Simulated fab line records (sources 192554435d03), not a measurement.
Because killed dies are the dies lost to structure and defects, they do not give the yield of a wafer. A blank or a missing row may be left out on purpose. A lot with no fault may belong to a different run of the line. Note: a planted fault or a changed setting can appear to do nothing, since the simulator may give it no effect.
fab line records    flow n5-finfet
[record] lots = 7  wafers = 39
route steps=1938 shown SD_EPI_P@321 SD_ACTIVATION@330 HKMG_FIN@402
start-h: hours from the record's opening day to when the first of the lot's shown wafers began    wait-h: hours elapsed since this lot's preceding step    " identical to the entry in the row above    L1.1+2: a single row standing in for several wafers    - either no value or no given start    * or withheld: withheld    < > ~ a bound
route shown NAME@n: names a module that has steps shown in the file, with the first one's number in the route    usual: average and standard deviation across the fault-free wafers    same: alike in all rows    chamber/n: place in a boat    sites: the reading at each site    _std_site: how widely they spread, as a standard deviation    _edge_site: outer sites' mean less inner sites'    radius-mm: how far each site lies from the wafer's centre    mask NAME#n: copy n    behind: the most recent tool/chamber to have shaped the wafer    hold: cause of the lot's hold/its duration in hours/its outcome    device: which transistor (n, p or np) failed to switch    end of line: the same wafers' tests at the end of the route    a step without rows: its recipe alone    killed: dies lost to structure and defects at the first sort, not the wafer's yield    map: a wafer's dies, marking killed ones x, the rest . and places with no die _
set.NAME: the setting that was run; set.NAME@STEP: the one run at that earlier step    model.NAME: the simulator's own value behind a step, which no gauge read
lots where settings were altered on purpose, with a table for each step and a row for each wafer
[[steps]]
[step N5_SD_EPI_P_EPI_21]
[recipe] material = SiGe:B  dopant = B  temp-c = 550  pressure-torr = 20  ambient = H2  time-s = 355
lot.wafer         tool          chamber  start-h  wait-h  set.dopant-conc-cm3
L078.1+2+3+4+5+6  epi-rpcvd-04  0        78.13    0.2     3e+20
L081.3+4+6        epi-rpcvd-02  0        100.88   0.8     3e+20
L083.1+2+4        epi-rpcvd-04  0        114.81   0.3     3e+20
L083.3+5+6        "             0        116.09   1.4     3.288e+20
L084.1+4+6        epi-rpcvd-02  0        116.78   0.2     2.856e+20
L084.2+3+5        "             0        "        "       3e+20
L092.1+4+6        epi-rpcvd-02  0        163.41   0.1     3e+20
L092.2+3+5        "             0        "        "       3.437e+20
L095.1+2+3        epi-rpcvd-02  0        182.50   0.1     3e+20
L095.4+5+6        "             0        183.58   1.1     3.445e+20
L096.1+2+5        epi-rpcvd-04  0        188.64   0.2     3e+20
L096.3+4+6        "             0        "        "       2.641e+20
[step N5_SD_EPI_P_HM_STRIP_48]
[recipe] chemistry = H3PO4  temp-c = 160  material = SiNx  target = SiNx  target-depth-a = 30  overetch-fraction = 0.3
[step N5_SD_ACTIVATION_RTA_00]
[recipe] temp-c = 975  time-s = 0  ambient = N2  idle-temp-c = 600  ramp-up-c-per-s = 150  ramp-down-c-per-s = 60  cool-to-c = 600
[step N5_SD_ACTIVATION_LSA_01]
[recipe] temp-c = 1080  time-s = 0.0008  ambient = N2
[step N5_SD_ACTIVATION_RS_MEAS_03]
[recipe] thk-meas-gauge = four-point-probe
[usual] RS_SD_N = 21.88/0.28  RS_SD_P = 56.1/0.85
lot.wafer  tool           chamber  start-h  wait-h  set.dopant-conc-cm3@SD_EPI_P_EPI_21  RS_SD_N[ohm/sq]  RS_SD_P[ohm/sq]
L078.1     film-metro-02  -        81.70    0.2     3e+20                                22.04            56.5
L078.2     "              -        "        "       3e+20                                21.75            57.2
L078.3     "              -        "        "       3e+20                                21.79            56.0
L078.4     "              -        "        "       3e+20                                22.09            56.3
L078.5     "              -        "        "       3e+20                                22.00            56.4
L078.6     "              -        "        "       3e+20                                21.73            55.9
L081.3     film-metro-02  -        103.00   0.2     3e+20                                21.99            55.9
L081.4     "              -        "        "       3e+20                                22.12            55.4
L081.6     "              -        "        "       3e+20                                22.12            56.0
L083.1     film-metro-01  -        119.32   0.2     3e+20                                21.66            56.9
L083.2     "              -        "        "       3e+20                                22.02            55.8
L083.3     "              -        "        "       3.288e+20                            21.60            52.5
L083.4     "              -        "        "       3e+20                                21.60            56.8
L083.5     "              -        "        "       3.288e+20                            21.59            52.0
L083.6     "              -        "        "       3.288e+20                            21.77            52.7
L084.1     film-metro-02  -        120.30   0.2     2.856e+20                            21.85            58.5
L084.2     "              -        "        "       3e+20                                21.63            56.4
L084.3     "              -        "        "       3e+20                                21.69            56.5
L084.4     "              -        "        "       2.856e+20                            21.77            60.0
L084.5     "              -        "        "       3e+20                                21.57            57.1
L084.6     "              -        "        "       2.856e+20                            21.85            59.0
L092.1     film-metro-02  -        166.36   0.2     3e+20                                21.62            55.1
L092.2     "              -        "        "       3.437e+20                            22.13            49.7
L092.3     "              -        "        "       3.437e+20                            22.15            49.5
L092.4     "              -        "        "       3e+20                                22.00            57.4
L092.5     "              -        "        "       3.437e+20                            21.89            49.9
L092.6     "              -        "        "       3e+20                                21.97            56.8
L095.1     film-metro-01  -        185.31   0.2     3e+20                                22.29            55.8
L095.2     "              -        "        "       3e+20                                21.80            56.5
L095.3     "              -        "        "       3e+20                                21.73            56.5
L095.4     "              -        "        "       3.445e+20                            21.93            49.6
L095.5     "              -        "        "       3.445e+20                            22.00            49.4
L095.6     "              -        "        "       3.445e+20                            21.41            49.8
L096.1     film-metro-02  -        192.21   0.2     3e+20                                22.23            55.3
L096.2     "              -        "        "       3e+20                                22.07            55.7
L096.3     "              -        "        "       2.641e+20                            21.91            63.1
L096.4     "              -        "        "       2.641e+20                            22.22            62.6
L096.5     "              -        "        "       3e+20                                21.76            54.5
L096.6     "              -        "        "       2.641e+20                            21.86            62.7
[step N5_HKMG_FIN_ETCH_54]
[recipe] chemistry = CF4  target = SiARC  target-depth-a = 455  mask-material = CAR-ArF  time-s = 75.8  ion-energy-ev = 80  pressure-mtorr = 40  source-w = 545  bias-w = 36  Ar_flow_sccm = 100  cf4-flow-sccm = 100  ends = cleared
[usual] rf-vpp-V = 184.2/1.2
lot.wafer  tool         chamber  start-h  wait-h  set.source-w  rf-vpp-V
L078.1     rie-diel-05  3        95.45    0.0     505.1         188.1
L078.2     "            0        "        "       545           183.0
L078.3     "            1        "        "       505.1         188.3
L078.4     "            1        "        "       505.1         186.8
L078.5     "            3        "        "       545           183.4
L078.6     "            0        "        "       545           185.7
L081.3     rie-diel-06  0        116.11   0.0     545           183.9
L081.4     "            1        "        "       545           184.7
L081.6     "            3        "        "       545           182.8
L083.1     rie-diel-05  1        132.13   0.0     514.5         188.4
L083.2     "            0        "        "       514.5         186.2
L083.3     "            2        "        "       514.5         190.0
L083.4     "            1        "        "       545           184.7
L083.5     "            2        "        "       545           187.4
L083.6     "            0        "        "       545           182.7
L084.1     rie-diel-02  1        133.61   0.0     545           185.4
L084.2     "            3        "        "       466.5         195.3
L084.3     "            2        "        "       545           185.6
L084.4     "            0        "        "       545           183.4
L084.5     "            0        "        "       466.5         194.9
L084.6     "            3        "        "       466.5         192.9
L092.1     rie-diel-02  1        179.68   0.0     503.3         187.0
L092.2     "            3        "        "       545           183.2
L092.3     "            0        "        "       503.3         190.6
L092.4     "            2        "        "       545           185.0
L092.5     "            2        "        "       545           185.4
L092.6     "            3        "        "       503.3         188.7
L095.1     rie-diel-02  1        198.52   0.0     545           183.8
L095.2     "            0        "        "       545           183.7
L095.3     "            3        "        "       545           184.8
L095.4     "            2        "        "       545           184.8
L095.5     "            0        "        "       545           183.8
L095.6     "            1        "        "       545           183.2
L096.1     rie-diel-02  2        207.11   0.0     545           185.0
L096.2     "            1        "        "       545           183.5
L096.3     "            0        "        "       513.2         188.2
L096.4     "            3        "        "       545           184.4
L096.5     "            3        "        "       513.2         187.6
L096.6     "            0        "        "       513.2         188.6
[step N5_HKMG_FIN_ETCH_32]
[recipe] chemistry = N2/H2  target = SOC  target-depth-a = 2400  temp-c = 40  time-s = 300  ion-energy-ev = 200  mask-material = SiARC  pressure-mtorr = 30  source-w = 840  bias-w = 150  n2-flow-sccm = 200  h2-flow-sccm = 200
lot.wafer  tool         chamber  start-h  wait-h  set.target-depth-a  model.HKMG_FIN.feature-depth-nm  model.etch.depth-nm
L078.1     rie-diel-05  1        98.78    0.0     2580                250.4                            250.4
L078.2     "            0        "        "       2400                233.8                            233.8
L078.3     "            3        "        "       2400                233.4                            233.5
L078.4     "            2        "        "       2400                229.2                            229.2
L078.5     "            3        "        "       2580                252.4                            252.4
L078.6     "            2        "        "       2580                245.8                            245.9
L081.3     rie-diel-06  2        119.71   0.0     2400                248.8                            248.8
L081.4     "            1        "        "       2400                233                              232.9
L081.6     "            3        "        "       2400                234                              234.1
L083.1     rie-diel-02  2        135.53   0.0     2400                236.8                            236.7
L083.2+6   "            1        "        "       2400                240.4                            240.3
L083.3     "            0        "        "       2400                250                              249.9
L083.4     "            3        "        "       2400                235.6                            235.6
L083.5     "            2        "        "       2400                235.8                            235.9
L084.1     rie-diel-05  1        137.05   0.0     2400                238.2                            238.1
L084.2     "            2        "        "       2400                227.6                            227.7
L084.3     "            0        "        "       2400                236.8                            236.7
L084.4     "            2        "        "       2596                250                              249.9
L084.5     "            1        "        "       2596                257                              257
L084.6     "            0        "        "       2596                256.8                            256.8
L092.1     rie-diel-02  0        183.17   0.0     2400                247.8                            247.8
L092.2     "            1        "        "       2400                238.4                            238.3
L092.3     "            2        "        "       2650                257                              256.9
L092.4     "            3        "        "       2650                261.2                            261.2
L092.5     "            0        "        "       2400                248                              248.1
L092.6     "            3        "        "       2650                260                              259.9
L095.1     rie-diel-02  2        202.68   0.0     2137                206.2                            206.3
L095.2     "            3        "        "       2137                208.6                            208.6
L095.3     "            0        "        "       2400                248.2                            248.3
L095.4     "            1        "        "       2137                213                              212.9
L095.5     "            2        "        "       2400                233.2                            233.3
L095.6     "            1        "        "       2400                236.8                            236.7
L096.1     rie-diel-06  2        211.31   0.0     2400                244.6                            244.6
L096.2     "            0        "        "       2400                239.6                            239.7
L096.3     "            3        "        "       2400                235.8                            235.7
L096.4     "            2        "        "       2400                244.4                            244.4
L096.5     "            0        "        "       2400                240.8                            240.8
L096.6     "            3        "        "       2400                234.6                            234.6
[step N5_HKMG_FIN_ETCH_67]
[recipe] chemistry = N2/H2  target = SOC  target-depth-a = 3889  stop-on = TiN  ion-energy-ev = 100  bias-w = 61  pressure-mtorr = 30  source-w = 850  n2-flow-sccm = 200  h2-flow-sccm = 200
lot.wafer   tool         chamber  start-h  wait-h  set.target-depth-a  model.SOC_of_HKMG_FIN_COAT_66.thk-nm
L078.1      rie-diel-05  3        101.46   -       3889                24.4
L078.2+4+6  "            0,2,2    "        "       4263                8.2
L078.3+5    "            1        "        "       3889                21.4
L081.3      rie-diel-05  2        122.08   -       3889                32
L081.4      "            1        "        "       3889                18.4
L081.6      "            3        "        "       3889                22.4
L083.1+4+6  rie-diel-05  0,1,0    137.84   -       4114                8.2
L083.2      "            2        "        "       3889                27.2
L083.3      "            1        "        "       3889                19.2
L083.5      "            2        "        "       3889                27.8
L084.1      rie-diel-05  2        139.46   -       4240                9
L084.2+6    "            0,2      "        "       4240                8.2
L084.3      "            1        "        "       3889                20.8
L084.4      "            0        "        "       3889                23.4
L084.5      "            1        "        "       3889                22
L092.1      rie-diel-02  1        185.53   -       3889                17.8
L092.2      "            3        "        "       3889                19.4
L092.3      "            2        "        "       4087                11
L092.4+5    "            0        "        "       4087                8.2
L092.6      "            1        "        "       3889                20.6
L095.1      rie-diel-06  3        205.11   -       3411                53.4
L095.2      "            2        "        "       3889                9.2
L095.3      "            1        "        "       3411                56.8
L095.4      "            0        "        "       3889                14.8
L095.5      "            0        "        "       3889                15.2
L095.6      "            3        "        "       3411                52.4
L096.1      rie-diel-06  3        213.70   -       3889                18.6
L096.2      "            2        "        "       3656                24.2
L096.3      "            0        "        "       3656                31.6
L096.4      "            2        "        "       3656                27
L096.5      "            3        "        "       3889                20.8
L096.6      "            0        "        "       3889                18.4
[[key]]
[split] step = N5_SD_EPI_P_EPI_21  setting = dopant-conc-cm3  stated = 3e+20  by = wafer
[response] step = N5_SD_ACTIVATION_RS_MEAS_03  reading = RS_SD_P  change = -0.493  per = 1%  r = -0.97
[split] step = N5_HKMG_FIN_ETCH_54  setting = source-w  stated = 545  by = wafer
[response] step = N5_HKMG_FIN_ETCH_54  reading = rf-vpp-V  change = -0.62  per = 1%  r = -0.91
[split] step = N5_HKMG_FIN_ETCH_32  setting = target-depth-a  stated = 2400  by = wafer
[response] step = N5_HKMG_FIN_ETCH_32  reading = model.HKMG_FIN.feature-depth-nm  change = +2.22  per = 1%  r = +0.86
[response] step = N5_HKMG_FIN_ETCH_32  reading = model.etch.depth-nm  change = +2.22  per = 1%  r = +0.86
[split] step = N5_HKMG_FIN_ETCH_67  setting = target-depth-a  stated = 3889  by = wafer
[response] step = N5_HKMG_FIN_ETCH_67  reading = model.SOC_of_HKMG_FIN_COAT_66.thk-nm  change = -2.29  per = 1%  r = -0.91
